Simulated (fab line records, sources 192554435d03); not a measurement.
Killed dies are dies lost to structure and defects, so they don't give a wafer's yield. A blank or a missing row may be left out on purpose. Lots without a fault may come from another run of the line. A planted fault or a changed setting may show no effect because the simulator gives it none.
Chamber matching | flow n5_finfet | N5_BEOL_M11_DESCUM_16 on rie_diel-06: 4 sister chambers
The step chemistry O2, time 7.9 s. 16 wafers are shown with their chamber, then 8 later ones without.

WAFERS WITH THEIR CHAMBER
wafer  | chamber | showerhead_plenum_p_Torr (Torr) | drypump_motor_current_A (A) | throttle_valve_pct (%)
L074.4 | 3       | 2.15                            | 5.7                         | 20.29
L074.5 | 2       | 2.12                            | 6.0                         | 20.74
L074.6 | 1       | 1.93                            | 5.5                         | 20.52
L079.1 | 1       | 1.93                            | 5.5                         | 20.52
L079.2 | 2       | 2.12                            | 6.0                         | 20.74
L079.6 | 0       | 2.16                            | 5.9                         | 20.22
L080.1 | 1       | 1.92                            | 5.5                         | 20.52
L080.3 | 2       | 2.11                            | 6.0                         | 20.75
L080.6 | 1       | 1.92                            | 5.5                         | 20.53
L086.3 | 1       | 1.92                            | 5.5                         | 20.52
L086.4 | 0       | 2.15                            | 5.9                         | 20.25
L086.5 | 0       | 2.15                            | 5.9                         | 20.24
L090.2 | 2       | 2.11                            | 6.0                         | 20.78
L090.3 | 3       | 2.14                            | 5.7                         | 20.32
L090.4 | 2       | 2.11                            | 6.1                         | 20.75
L088.1 | 2       | 2.11                            | 6.1                         | 20.79

SIGNATURES (means of the wafers above)
reading                  | chamber 0 | chamber 1 | chamber 2 | chamber 3 | scatter within a chamber
showerhead_plenum_p_Torr | 2.1533    | 1.9240    | 2.1133    | 2.1450    | 0.00555
drypump_motor_current_A  | 5.900     | 5.500     | 6.033     | 5.700     | 0.0333
throttle_valve_pct       | 20.2367   | 20.5220   | 20.7583   | 20.3050   | 0.0165
Rule: a wafer's distance from a chamber is the root of the sum, over the readings, of the square of ((its reading less the chamber's mean) divided by the reading's scatter). The wafer belongs to the nearest chamber; if the next one is less than 2 further off, it can't be placed. The scatter: the root of (the sum of the squares of (reading less its chamber's mean) over the shown wafers, divided by (wafers less chambers)).

WAFERS WITHOUT THEIR CHAMBER
wafer  | showerhead_plenum_p_Torr (Torr) | drypump_motor_current_A (A) | throttle_valve_pct (%)
L088.2 | 2.14                            | 5.7                         | 20.33
L088.5 | 2.15                            | 5.9                         | 20.25
L093.1 | 2.14                            | 5.7                         | 20.35
L093.4 | 1.92                            | 5.5                         | 20.54
L093.5 | 2.14                            | 5.7                         | 20.34
L095.2 | 2.14                            | 5.7                         | 20.35
L095.3 | 1.92                            | 5.5                         | 20.56
L095.5 | 2.14                            | 5.7                         | 20.33

WHICH CHAMBER EACH WENT THROUGH
wafer  | from the rows above | in truth
L088.2 | 3                   | 3
L088.5 | 0                   | 0
L093.1 | 3                   | 3
L093.4 | 1                   | 1
L093.5 | 3                   | 3
L095.2 | 3                   | 3
L095.3 | 1                   | 1
L095.5 | 3                   | 3
Placed correctly: 8 of 8. Can't be placed from these rows: 0. Placed wrongly: 0.
